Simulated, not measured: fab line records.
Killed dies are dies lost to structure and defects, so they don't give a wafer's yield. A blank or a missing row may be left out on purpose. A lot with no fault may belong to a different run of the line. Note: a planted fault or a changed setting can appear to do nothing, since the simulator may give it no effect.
fab line records	flow nand-harc	part 2 of 2: steps 24 to 31 of 31
[record] lots = 5	wafers = 15	last-day = 22
route steps=1159 shown P_GATE@126
lots that met no fault: taken from a fault-free run of the same line
start-h: hours from the record's opening day to when the first of the lot's shown wafers began	wait-h: hours since the lot's step before	" unchanged from the row above	L1.1+2: one row covering several wafers at once	- either no value or no given start	* or withheld: withheld	< > ~ a bound
route shown NAME@n: NAME is a module with steps in the file, n the number in the route of the first one	usual: mean/standard deviation taken from wafers without a fault	same: alike in all rows	chamber/n: place in a boat	sites: per-site readings	_std_site: their standard deviation	_edge_site: outer sites' mean less inner sites'	radius-mm: for every site, how far away it sits from the centre of the wafer	mask NAME#n: copy n	behind: the last tool/chamber to shape the wafer	hold: why the lot was held/for how many hours/how that ended	device: whichever transistor did not switch (one of n, p or np)	end of line: tests run on the same wafers once the route is complete	where a step has no rows: the recipe by itself	killed: the dies lost at the first sort to structure and to defects; this is not the yield of the wafer	map: dies across one wafer; x = killed, . = not, _ = none there
set.NAME: the setting the step ran with; set.NAME@STEP: the setting that earlier step ran with	model.NAME: the simulator's own value behind a step, which no gauge read
lots seen at some steps along the route; tables by step, rows by wafer
services: the hour from which a tool's chamber was out of use, counted from the record's first day as start-h (under 0 if before that day), plus the number of hours and why
[[steps]]
[step NHARC_P_GATE_ETCH_32]
[recipe] target-depth-a = 1500	over-etch-frac = 1	over-etch-ion-energy-ev = 40	time-s = 100.1	hbr-flow-sccm = 150	cl2-flow-sccm = 50	rf-w = 400	icp-w = 400	bias-w = 100	chemistry = HBr/Cl2
[usual] drypump-motor-current-A = 5.8/0.35	hbr-flow-sccm = 150.0/0.48	he-backside-leak-sccm = 2.71/0.2	oes-product-au = 1.001/0.0088	throttle-valve-pct = 26.405/0.0092
lot.wafer	tool	chamber	start-h	wait-h	drypump-motor-current-A	hbr-flow-sccm	he-backside-leak-sccm	oes-product-au	rf-hours-counter-h	throttle-valve-pct
L080.4	rie-si-06	1	126.76	-	6.5	150.7	2.42	1.003	1.1	26.397
L080.2	"	2	"	"	5.7	149.9	2.83	0.986	0.9	26.416
L080.6	"	2	"	"	5.7	149.8	2.77	0.987	-	26.397
L084.3	rie-si-05	1	141.40	-	5.5	150.0	2.63	0.985	0.5	26.412
L084.1	"	3	"	"	6.2	149.9	2.52	0.997	0.7	26.401
L084.5	"	1	"	"	5.5	150.2	2.74	0.993	-	26.416
L082.2	rie-si-06	3	141.73	-	6.0	149.7	2.88	1.011	1.0	26.398
L082.3	"	0	"	"	5.2	150.6	2.98	1.008	1.2	26.391
L082.6	"	3	"	"	6.0	150.1	3.02	1.020	-	26.423
L089.3	rie-si-04	0	182.89	-	6.1	149.7	2.86	0.994	0.7	26.410
L089.2	"	2	"	"	5.7	150.8	2.50	1.001	0.7	26.391
L089.6	"	3	"	"	6.4	149.4	2.44	0.988	-	26.398
L090.2	rie-si-04	1	187.40	-	5.6	150.5	2.68	0.984	0.8	26.383
L090.1	"	3	"	"	6.4	149.1	2.58	0.989	0.7	26.397
L090.5	"	1	"	"	5.6	150.1	2.71	0.990	-	26.407
[step NHARC_P_GATE_STRIP_108]
[recipe] o2-flow-sccm = 500	ar-flow-sccm = 0	bias-w = 0	chemistry = O2
[usual] drypump-motor-current-A = 5.7/0.48	oes-product-au = 0.996/0.0084	rf-vpp-V = 57.7/0.9	showerhead-plenum-p-Torr = 3.52/0.17	throttle-valve-pct = 17.037/0.0094
lot.wafer	tool	chamber	start-h	wait-h	drypump-motor-current-A	oes-product-au	rf-hours-counter-h	rf-vpp-V	showerhead-plenum-p-Torr	throttle-valve-pct
L080.4	rie-diel-09	2	126.93	-	5.5	1.010	12	56.9	3.56	17.046
L080.2	"	3	"	"	5.7	0.994	12	58.0	3.36	17.056
L080.6	"	2	"	"	5.5	0.993	-	60.0	3.56	17.043
L084.3	rie-diel-09	3	141.56	-	5.7	0.994	16	56.6	3.36	17.037
L084.1	"	1	"	"	4.8	0.988	16	58.2	3.70	17.040
L084.5	"	3	"	"	5.7	0.993	-	58.9	3.36	17.028
L082.2	rie-diel-06	1	141.92	-	5.5	0.989	13	57.1	3.56	17.051
L082.3	"	2	"	"	5.3	1.000	13	57.5	3.77	17.047
L082.6	"	0	"	"	5.5	1.005	-	55.8	3.29	17.034
L089.2	rie-diel-11	0	183.03	-	6.5	0.979	54	58.1	3.28	17.019
L089.3	"	3	"	"	5.5	0.989	58	58.3	3.64	17.024
L089.6	"	1	"	"	6.0	0.997	-	58.4	3.37	17.035
L090.1	rie-diel-06	1	187.56	-	5.4	0.996	21	58.8	3.56	17.025
L090.2	"	3	"	"	6.4	1.001	23	57.8	3.51	17.030
L090.5	"	1	"	"	5.4	1.000	-	57.8	3.56	17.020
[step NHARC_P_GATE_CD_MEAS_33]
[usual] cd-nm = 120.0/2.4
lot.wafer	tool	chamber	start-h	wait-h	cd-nm
L080.2	cd-sem-01	-	127.09	-	122.5
L080.4	"	-	"	"	116.0
L080.6	"	-	"	"	122.3
L084.1	cd-sem-03	-	141.74	-	115.5
L084.3	"	-	"	"	117.9
L084.5	"	-	"	"	120.0
L082.2	cd-sem-03	-	142.07	-	119.6
L082.3	"	-	"	"	122.9
L082.6	"	-	"	"	124.5
L089.2	cd-sem-01	-	183.24	0.2	124.3
L089.3	"	-	"	"	118.9
L089.6	"	-	"	"	119.2
L090.1	cd-sem-03	-	187.72	-	120.7
L090.2	"	-	"	"	121.4
L090.5	"	-	"	"	117.2
[step NHARC_P_GATE_STRIP_35]
[recipe] time-s = 600	temp-c = 130	chemistry = SPM
lot.wafer	tool	chamber	start-h	wait-h
L080.2+6+4	wet-bench-09	2,3,7	127.18	0.1
L084.3+1+5	wet-bench-04	3,6,7	141.82	0.1
L082.3+6+2	wet-bench-09	3,5,6	142.16	0.1
L089.6+3+2	wet-bench-09	4,5,6	183.33	0.1
L090.5+2+1	wet-bench-04	3,4,6	187.80	0.1
[step NHARC_P_GATE_PRECLEAN_73]
[recipe] time-s = *	temp-c = 50	bath-age-min = 0	chemistry = SC1
[usual] h2o2-flow-mL-min = 56.62/0.19
lot.wafer	tool	chamber	start-h	wait-h	h2o2-flow-mL-min
L080.2	wet-bench-09	2	-	-	56.51
L080.6	"	3	"	"	56.77
L080.4	"	7	"	"	56.93
L084.3	wet-bench-04	3	-	-	57.01
L084.1	"	6	"	"	56.35
L084.5	"	7	"	"	56.65
L082.3	wet-bench-09	3	-	-	56.40
L082.6	"	5	"	"	56.39
L082.2	"	6	"	"	56.85
L089.6	wet-bench-09	4	-	-	56.48
L089.3	"	5	"	"	56.26
L089.2	"	6	"	"	56.75
L090.5	wet-bench-04	3	-	-	56.50
L090.2	"	4	"	"	57.00
L090.1	"	6	"	"	56.38
[step NHARC_P_GATE_SRD_74]
lot.wafer	tool	chamber	start-h	wait-h
L080.2+6+4	wet-bench-09	2,3,7	-	-
L084.3+1+5	wet-bench-04	3,6,7	-	-
L082.3+6+2	wet-bench-09	3,5,6	-	-
L089.6+3+2	wet-bench-09	4,5,6	-	-
L090.5+2+1	wet-bench-04	3,4,6	-	-
[step NHARC_P_GATE_ALD_36]
[recipe] target-thk-a = 200	pulse-time-s = 60	ald-cycles = 223	temp-c = 400	material = SiNx
[usual] heater-power-w = 831/98	precursor-pulse-height-rel = 0.997/0.019
lot.wafer	tool	chamber	start-h	wait-h	heater-power-w	precursor-pulse-height-rel
L080.4	ald-sin-03	2	127.55	-	908	0.991
L080.2	"	1	130.71	-	771	0.999
L080.6	"	3	132.82	-	993	0.984
L082.2	ald-sin-04	3	142.55	-	936	0.974
L082.3	"	0	143.93	-	752	0.984
L082.6	"	3	146.69	-	965	0.992
L084.1	ald-sin-03	1	143.24	-	751	0.996
L084.3	"	2	144.29	-	906	0.972
L084.5	"	1	147.43	-	777	0.996
L089.3	ald-sin-03	1	183.70	-	778	1.002
L089.2	"	0	186.93	-	877	1.007
L089.6	"	2	189.08	-	899	0.976
L090.2	ald-sin-04	2	189.22	-	772	1.026
L090.1	"	3	190.27	-	951	1.024
L090.5	"	1	192.37	-	839	0.981
[step NHARC_P_GATE_ETCHBACK_37]
[recipe] target-depth-a = 345	time-s = 17.2	chf3-flow-sccm = 50	o2-flow-sccm = 10	ar-flow-sccm = 200	rf-w = 500	bias-w = 200	chemistry = CHF3/O2
[usual] drypump-motor-current-A = 5.6/0.45	oes-product-au = 0.94/0.033	rf-vpp-V = 370.5/2.6	showerhead-plenum-p-Torr = 2.40/0.11	throttle-valve-pct = 20.573/0.0096
lot.wafer	tool	chamber	start-h	wait-h	drypump-motor-current-A	oes-product-au	rf-hours-counter-h	rf-vpp-V	showerhead-plenum-p-Torr	throttle-valve-pct
L080.4	rie-diel-06	1	-	-	5.4	0.95	12	370.7	2.43	20.580
L080.2	"	2	"	"	5.3	0.95	12	374.1	2.57	20.556
L080.6	"	0	"	"	5.5	0.93	-	366.9	2.24	20.583
L084.1	rie-diel-09	1	-	-	4.7	0.92	20	373.7	2.52	20.574
L084.3	"	3	"	"	5.7	0.91	21	368.3	2.28	20.561
L084.5	"	1	"	"	4.8	0.93	-	372.6	2.52	20.573
L082.3	rie-diel-06	2	-	-	5.3	0.93	14	372.4	2.57	20.575
L082.2	"	3	"	"	6.4	0.92	15	370.9	2.39	20.577
L082.6	"	3	"	"	6.4	0.93	-	371.4	2.39	20.571
L089.3	rie-diel-06	0	-	-	5.5	0.94	21	366.8	2.23	20.582
L089.2	"	3	"	"	6.4	0.94	24	371.2	2.39	20.580
L089.6	"	0	"	"	5.5	0.94	-	368.3	2.23	20.566
L090.1	rie-diel-06	0	-	-	5.5	0.92	22	366.8	2.23	20.592
L090.2	"	3	"	"	6.4	0.92	25	369.6	2.39	20.574
L090.5	"	0	"	"	5.5	0.92	-	366.9	2.23	20.564
[[services]]
tool	chamber	start-h	hours	kind
arfi-scanner-01	-	88.96	0.6	repair
litho-track-01	-	93.00	7.0	pm
rie-si-06	-	94.19	0.3	repair
wet-bench-07	-	96.00	8.0	pm
ald-sin-03	2	96.70	12.2	repair
rie-si-04	-	99.00	9.0	pm
ald-sin-04	1	100.88	1.5	repair
ald-sin-04	1	103.51	6.8	repair
rie-diel-06	0	105.37	14.6	repair
lpcvd-poly-01	-	108.00	26.0	pm
pecvd-03	-	111.26	13.0	pm
wet-bench-09	-	112.80	8.0	pm
litho-track-06	-	117.00	7.0	pm
pecvd-01	-	125.03	2.0	repair
litho-track-04	-	141.00	7.0	pm
ald-sin-04	2	141.83	5.9	repair
rie-si-04	1	147.01	3.3	repair
wet-bench-04	-	163.20	8.0	pm
acl-dep-02	-	168.65	13.0	pm
rie-diel-11	3	170.06	4.1	repair
rie-diel-11	2	178.22	28.1	repair
rie-si-06	1	180.05	1.0	repair
rie-diel-11	-	189.57	9.0	pm
rie-diel-09	0	195.54	6.6	repair
